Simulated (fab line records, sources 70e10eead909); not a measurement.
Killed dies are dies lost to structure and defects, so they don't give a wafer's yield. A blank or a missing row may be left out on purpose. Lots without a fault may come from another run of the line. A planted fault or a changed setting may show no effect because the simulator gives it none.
Which tool did it? | flow nand_harc | 24 lots, 72 wafers sampled, at 5 steps of a route of 1159

WHAT THE GAUGES READ, wafer by wafer
NHARC_A_M0_THK_MEAS_24: measures by xrf.
lot  | measured     | on            | thk_nm (nm)
L074 | day 17 05:16 | film_metro-02 | 113.6 114.5 114.6
L075 | day 17 20:42 | film_metro-01 | 114.7 111.9 114.3
L076 | day 17 21:10 | film_metro-02 | 111.4 112.3 111.8
L077 | day 18 02:24 | film_metro-01 | 112.0 114.2 113.9
L080 | day 18 07:03 | film_metro-01 | 115.3 115.3 116.3
L079 | day 18 07:16 | film_metro-02 | 114.9 114.0 114.3
L078 | day 18 11:36 | film_metro-01 | 113.5 113.8 115.5
L081 | day 19 07:20 | film_metro-01 | 112.9 113.7 114.1
L082 | day 19 14:10 | film_metro-02 | 115.2 111.7 113.9
L083 | day 19 16:55 | film_metro-02 | 114.7 111.8 114.0
L084 | day 20 01:58 | film_metro-02 | 113.3 113.9 115.2
L086 | day 20 08:02 | film_metro-01 | 115.9 113.1 115.4
L087 | day 20 08:30 | film_metro-01 | 112.8 118.3 114.1
L088 | day 20 13:48 | film_metro-02 | 113.0 112.0 113.2
L085 | day 20 14:07 | film_metro-01 | 113.6 114.9 116.3
L089 | day 21 17:05 | film_metro-01 | 114.3 113.2 114.4
L090 | day 21 19:57 | film_metro-01 | 115.0 113.4 115.3
L091 | day 22 01:14 | film_metro-01 | 113.9 115.8 114.1
L092 | day 22 03:47 | film_metro-01 | 112.9 114.4 114.8
L094 | day 22 20:57 | film_metro-02 | 114.1 115.4 115.0
L095 | day 23 01:55 | film_metro-01 | 112.0 110.8 110.7
L093 | day 23 09:19 | film_metro-01 | 114.9 112.1 113.4
L096 | day 23 11:19 | film_metro-01 | 114.7 113.6 114.0
L097 | day 23 15:46 | film_metro-02 | 113.3 112.1 113.1

WHICH TOOL RAN EACH LOT (tool, then ch and the chambers of the sampled wafers, then the start)
lot  | NHARC_A_CONTACT_ETCH_89                       | NHARC_A_CONTACT_ALD_18              | NHARC_A_BLC_STRIP_29               | NHARC_A_M0_ANNEAL_30
L074 | rie_diel-10 ch 0,1, day 16 18:58 or earlier   | ald_metal-02 ch 1,2,3, day 16 18:58 | rie_diel-01 ch 0,1,3, day 16 23:50 | rtp_anneal-01 ch 0, day 17 04:46
L075 | rie_diel-10 ch 1,2, day 17 08:20 or earlier   | ald_metal-03 ch 2,3, day 17 08:20   | rie_diel-12 ch 0,1,3, day 17 14:44 | rtp_anneal-01 ch 0, day 17 20:05
L076 | rie_diel-07 ch 0,1,2, day 17 09:31 or earlier | ald_metal-04 ch 1,2,3, day 17 09:31 | rie_diel-02 ch 0,1,2, day 17 15:19 | rtp_anneal-01 ch 0, day 17 20:29
L077 | rie_diel-10 ch 0,1,3, day 17 15:25 or earlier | ald_metal-02 ch 0,3, day 17 15:25   | rie_diel-01 ch 0,2,3, day 17 18:32 | rtp_anneal-02 ch 0, day 18 01:44
L080 | rie_diel-10 ch 1,2,3, day 17 20:01 or earlier | ald_metal-03 ch 1,2,3, day 17 20:01 | rie_diel-12 ch 0,1,3, day 18 01:10 | rtp_anneal-01 ch 0, day 18 06:26
L079 | rie_diel-10 ch 0,1,2, day 17 20:31 or earlier | ald_metal-04 ch 2,3, day 17 20:31   | rie_diel-01 ch 0,1, day 18 01:32   | rtp_anneal-02 ch 0, day 18 06:35
L078 | rie_diel-10 ch 0,1,2, day 17 22:55 or earlier | ald_metal-02 ch 0,1,3, day 17 22:55 | rie_diel-01 ch 0,2,3, day 18 04:49 | rtp_anneal-01 ch 0, day 18 10:59
L081 | rie_diel-03 ch 0,1, day 18 18:46 or earlier   | ald_metal-02 ch 0,1,2, day 18 18:46 | rie_diel-12 ch 0,2,3, day 18 22:01 | rtp_anneal-01 ch 0, day 19 06:44
L082 | rie_diel-10 ch 1,2, day 19 05:33 or earlier   | ald_metal-04 ch 0,1,2, day 19 05:33 | rie_diel-01 ch 2,3, day 19 08:49   | rtp_anneal-01 ch 0, day 19 13:30
L083 | rie_diel-10 ch 1,2, day 19 08:25 or earlier   | ald_metal-02 ch 0,1, day 19 08:25   | rie_diel-12 ch 1,2,3, day 19 11:31 | rtp_anneal-02 ch 0, day 19 16:15
L084 | rie_diel-10 ch 1,2, day 19 13:46 or earlier   | ald_metal-03 ch 0,1,2, day 19 13:46 | rie_diel-12 ch 0,3, day 19 16:49   | rtp_anneal-02 ch 0, day 20 01:23
L086 | rie_diel-10 ch 0,1,3, day 19 19:16 or earlier | ald_metal-03 ch 0,1,3, day 19 19:16 | rie_diel-01 ch 1,2,3, day 20 00:26 | rtp_anneal-01 ch 0, day 20 07:23
L087 | rie_diel-10 ch 1,2,3, day 19 21:31 or earlier | ald_metal-04 ch 2,3, day 19 21:31   | rie_diel-12 ch 0,1,2, day 20 00:47 | rtp_anneal-01 ch 0, day 20 07:50
L088 | rie_diel-10 ch 0,1,2, day 20 01:25 or earlier | ald_metal-02 ch 0,2,3, day 20 01:25 | rie_diel-02 ch 0,1, day 20 06:58   | rtp_anneal-02 ch 0, day 20 13:11
L085 | rie_diel-10 ch 2,3, day 20 02:32 or earlier   | ald_metal-03 ch 0,3, day 20 02:32   | rie_diel-01 ch 1,2, day 20 07:26   | rtp_anneal-02 ch 0, day 20 13:26
L089 | rie_diel-10 ch 1,2, day 20 22:14 or earlier   | ald_metal-04 ch 1,2, day 20 22:14   | rie_diel-02 ch 1,2, day 21 01:23   | rtp_anneal-02 ch 0, day 21 16:26
L090 | rie_diel-10 ch 0,1,3, day 20 23:20 or earlier | ald_metal-02 ch 0,1, day 20 23:20   | rie_diel-12 ch 0,2,3, day 21 10:44 | rtp_anneal-01 ch 0, day 21 19:17
L091 | rie_diel-07 ch 2,3, day 21 08:02 or earlier   | ald_metal-03 ch 1,2,3, day 21 08:02 | rie_diel-01 ch 0,1,2, day 21 17:19 | rtp_anneal-02 ch 0, day 22 00:44
L092 | rie_diel-10 ch 0,1,2, day 21 09:41 or earlier | ald_metal-04 ch 2,3, day 21 09:41   | rie_diel-12 ch 0,2, day 21 18:02   | rtp_anneal-02 ch 0, day 22 03:11
L094 | rie_diel-07 ch 0,2,3, day 22 11:53 or earlier | ald_metal-04 ch 1,2,3, day 22 11:53 | rie_diel-12 ch 0,1,2, day 22 15:07 | rtp_anneal-02 ch 0, day 22 20:20
L095 | rie_diel-07 ch 0,1,2, day 22 15:07 or earlier | ald_metal-03 ch 0,2,3, day 22 15:07 | rie_diel-12 ch 0,2,3, day 22 18:24 | rtp_anneal-02 ch 0, day 23 01:14
L093 | rie_diel-10 ch 0,1,2, day 22 21:02 or earlier | ald_metal-03 ch 1,2,3, day 22 21:02 | rie_diel-12 ch 0,1,2, day 23 01:03 | rtp_anneal-02 ch 0, day 23 08:40
L096 | rie_diel-03 ch 0,2,3, day 22 23:23 or earlier | ald_metal-04 ch 1,2, day 22 23:23   | rie_diel-12 ch 0,3, day 23 02:37   | rtp_anneal-02 ch 0, day 23 10:43
L097 | rie_diel-07 ch 0,2,3, day 23 03:35 or earlier | ald_metal-03 ch 0,1,2, day 23 03:35 | rie_diel-12 ch 0,3, day 23 10:00   | rtp_anneal-02 ch 0, day 23 15:07
- NHARC_A_CONTACT_ETCH_89: etches the open film in N2/H2, target depth 260 nm, time 475.3 s.
- NHARC_A_CONTACT_ALD_18: deposits TiN, target thk 3 nm, pulse time 1 s, ald cycles 150.
- NHARC_A_BLC_STRIP_29: strips in CF4.
- NHARC_A_M0_ANNEAL_30: time 90 s.

WHAT THE TOOLS THEMSELVES READ (means of the sampled wafers that have a number; where no wafer has one, the mark that the record gives instead)
NHARC_A_CONTACT_ETCH_89.
lot  | tool        | drypump_motor_current_A (A) | oes_product_au (a.u.) | rf_vpp_V (V) | showerhead_plenum_p_Torr (Torr) | throttle_valve_pct (%)
L074 | rie_diel-10 | 5.41                        | 1.002                 | 433.6        | 2.12                            | 14.180
L075 | rie_diel-10 | 5.77                        | 1.007                 | 431.5        | 2.05                            | 14.169
L076 | rie_diel-07 | 5.98                        | 1.001                 | 429.2        | 2.01                            | 14.183
L077 | rie_diel-10 | 5.61                        | 1.000                 | 433.3        | 2.12                            | 14.168
L080 | rie_diel-10 | 5.85                        | 1.000                 | 432.5        | 2.10                            | 14.177
L079 | rie_diel-10 | 5.63                        | 1.007                 | 431.3        | 2.09                            | 14.173
L078 | rie_diel-10 | 5.66                        | 1.002                 | 431.5        | 2.09                            | 14.174
L081 | rie_diel-03 | 5.68                        | 1.004                 | 432.6        | 2.13                            | 14.163
L082 | rie_diel-10 | 5.90                        | 1.005                 | 431.1        | 2.07                            | 14.170
L083 | rie_diel-10 | 5.77                        | 1.003                 | 430.1        | 2.05                            | 14.178
L084 | rie_diel-10 | 5.92                        | 1.011                 | 430.6        | 2.07                            | 14.170
L086 | rie_diel-10 | 5.62                        | 0.994                 | 433.5        | 2.11                            | 14.177
L087 | rie_diel-10 | 5.87                        | 1.004                 | 431.7        | 2.10                            | 14.169
L088 | rie_diel-10 | 5.66                        | 0.997                 | 431.1        | 2.09                            | 14.188
L085 | rie_diel-10 | 5.98                        | 1.004                 | 432.6        | 2.12                            | 14.163
L089 | rie_diel-10 | 5.77                        | 1.009                 | 429.5        | 2.05                            | 14.169
L090 | rie_diel-10 | 5.61                        | 0.996                 | 432.6        | 2.11                            | 14.172
L091 | rie_diel-07 | 5.79                        | 1.003                 | 430.3        | 2.02                            | 14.170
L092 | rie_diel-10 | 5.67                        | 1.015                 | 431.7        | 2.09                            | 14.173
L094 | rie_diel-07 | 5.98                        | 0.992                 | 430.6        | 2.05                            | 14.165
L095 | rie_diel-07 | 5.97                        | 1.001                 | 429.7        | 1.99                            | 14.170
L093 | rie_diel-10 | 5.67                        | 1.001                 | 431.8        | 2.09                            | 14.177
L096 | rie_diel-03 | 5.76                        | 1.011                 | 431.3        | 2.06                            | 14.169
L097 | rie_diel-07 | 6.02                        | 0.992                 | 431.1        | 2.05                            | 14.177

NHARC_A_CONTACT_ALD_18.
lot  | tool         | heater_power_w (W) | precursor_pulse_height_rel
L074 | ald_metal-02 | 997                | 0.994
L075 | ald_metal-03 | 1048               | 1.006
L076 | ald_metal-04 | 1195               | 0.998
L077 | ald_metal-02 | 952                | 1.011
L080 | ald_metal-03 | 1084               | 1.017
L079 | ald_metal-04 | 1100               | 0.995
L078 | ald_metal-02 | 981                | 1.000
L081 | ald_metal-02 | 981                | 1.006
L082 | ald_metal-04 | 1193               | 1.018
L083 | ald_metal-02 | 968                | 0.991
L084 | ald_metal-03 | 1112               | 1.017
L086 | ald_metal-03 | 1046               | 1.018
L087 | ald_metal-04 | 1214               | 1.011
L088 | ald_metal-02 | 955                | 1.015
L085 | ald_metal-03 | 978                | 0.996
L089 | ald_metal-04 | 1287               | 1.006
L090 | ald_metal-02 | 1019               | 0.998
L091 | ald_metal-03 | 1080               | 0.969
L092 | ald_metal-04 | 1188               | 0.987
L094 | ald_metal-04 | 1193               | 1.017
L095 | ald_metal-03 | 1032               | 0.982
L093 | ald_metal-03 | 1072               | 0.999
L096 | ald_metal-04 | 1281               | 0.994
L097 | ald_metal-03 | 1082               | 0.996

NHARC_A_BLC_STRIP_29.
lot  | tool        | cf4_flow_sccm (sccm) | drypump_motor_current_A (A) | oes_product_au (a.u.) | rf_vpp_V (V) | showerhead_plenum_p_Torr (Torr) | throttle_valve_pct (%)
L074 | rie_diel-01 | 150.2                | 5.7                         | 0.998                 | 59.9         | 1.77                            | 13.285
L075 | rie_diel-12 | 149.8                | 5.4                         | 1.015                 | 60.1         | 1.81                            | 13.281
L076 | rie_diel-02 | 149.8                | 5.6                         | 1.000                 | 58.7         | 1.68                            | 13.277
L077 | rie_diel-01 | 150.1                | 5.7                         | 0.997                 | 59.7         | 1.76                            | 13.285
L080 | rie_diel-12 | 149.9                | 5.4                         | 1.004                 | 59.2         | 1.81                            | 13.295
L079 | rie_diel-01 | 149.9                | 5.7                         | 0.998                 | 59.3         | 1.80                            | 13.278
L078 | rie_diel-01 | 149.5                | 5.7                         | 1.003                 | 58.8         | 1.76                            | 13.280
L081 | rie_diel-12 | 149.9                | 5.5                         | 1.003                 | 59.3         | 1.76                            | 13.283
L082 | rie_diel-01 | 149.8                | 5.8                         | 0.995                 | 59.0         | 1.74                            | 13.281
L083 | rie_diel-12 | 149.6                | 5.5                         | 1.008                 | 59.0         | 1.77                            | 13.278
L084 | rie_diel-12 | 149.9                | 5.1                         | 1.009                 | 59.8         | 1.78                            | 13.287
L086 | rie_diel-01 | 149.6                | 6.0                         | 1.002                 | 60.5         | 1.81                            | 13.284
L087 | rie_diel-12 | 149.7                | 5.8                         | 1.005                 | 59.0         | 1.78                            | 13.283
L088 | rie_diel-02 | 149.9                | 5.7                         | 1.007                 | 58.6         | 1.69                            | 13.287
L085 | rie_diel-01 | 149.9                | 6.1                         | 0.992                 | 59.7         | 1.87                            | 13.291
L089 | rie_diel-02 | 149.8                | 5.4                         | 1.006                 | 57.8         | 1.65                            | 13.284
L090 | rie_diel-12 | 150.2                | 5.5                         | 1.000                 | 58.7         | 1.76                            | 13.290
L091 | rie_diel-01 | 150.0                | 5.9                         | 0.998                 | 58.8         | 1.83                            | 13.285
L092 | rie_diel-12 | 149.8                | 6.0                         | 0.996                 | 59.0         | 1.74                            | 13.277
L094 | rie_diel-12 | 149.8                | 5.8                         | 1.005                 | 59.6         | 1.78                            | 13.288
L095 | rie_diel-12 | 149.3                | 5.5                         | 1.010                 | 59.3         | 1.76                            | 13.281
L093 | rie_diel-12 | 150.1                | 5.8                         | 1.009                 | 59.6         | 1.78                            | 13.294
L096 | rie_diel-12 | 150.1                | 5.1                         | 1.009                 | 59.6         | 1.78                            | 13.280
L097 | rie_diel-12 | 150.0                | 5.1                         | 0.998                 | 58.7         | 1.78                            | 13.294

NHARC_A_M0_ANNEAL_30.
lot  | tool          | wafer_temp_C_max
L074 | rtp_anneal-01 | 225.72
L075 | rtp_anneal-01 | 225.99
L076 | rtp_anneal-01 | 226.05
L077 | rtp_anneal-02 | 226.16
L080 | rtp_anneal-01 | 225.94
L079 | rtp_anneal-02 | 226.09
L078 | rtp_anneal-01 | 226.11
L081 | rtp_anneal-01 | 226.10
L082 | rtp_anneal-01 | 225.93
L083 | rtp_anneal-02 | 226.07
L084 | rtp_anneal-02 | 226.18
L086 | rtp_anneal-01 | 226.14
L087 | rtp_anneal-01 | 226.04
L088 | rtp_anneal-02 | 226.04
L085 | rtp_anneal-02 | 226.24
L089 | rtp_anneal-02 | 225.65
L090 | rtp_anneal-01 | 226.11
L091 | rtp_anneal-02 | 226.01
L092 | rtp_anneal-02 | 225.82
L094 | rtp_anneal-02 | 226.00
L095 | rtp_anneal-02 | 225.94
L093 | rtp_anneal-02 | 226.18
L096 | rtp_anneal-02 | 225.84
L097 | rtp_anneal-02 | 225.68

THE ANSWER, worked out from the rows above alone
Rule: what is usual is taken from the lots themselves. Put in order of their means at a reading, lots are off if they are a third of the lots or fewer, leave a main group of 4 or more, and stand apart from it by a gap of 3 or more times the standard deviation of the main group's means; of several such gaps the widest counts. A main group whose means are all the same, to the digits that the tables above print for the reading, isn't used. A lot without any number at a reading at which 4 lots or more have one is off too. The other lots that the step has rows for count as sound. The gauges are gone through in route order, then the tools' own readings, and for those a lot's mean is taken as printed above. The first step at which some lot is off is used, and at that step the reading that is off furthest; a lot without a number counts as furthest.
No lot is off at any reading shown: from this, nothing can be told.

WHAT THE SIMULATOR HAD PUT IN
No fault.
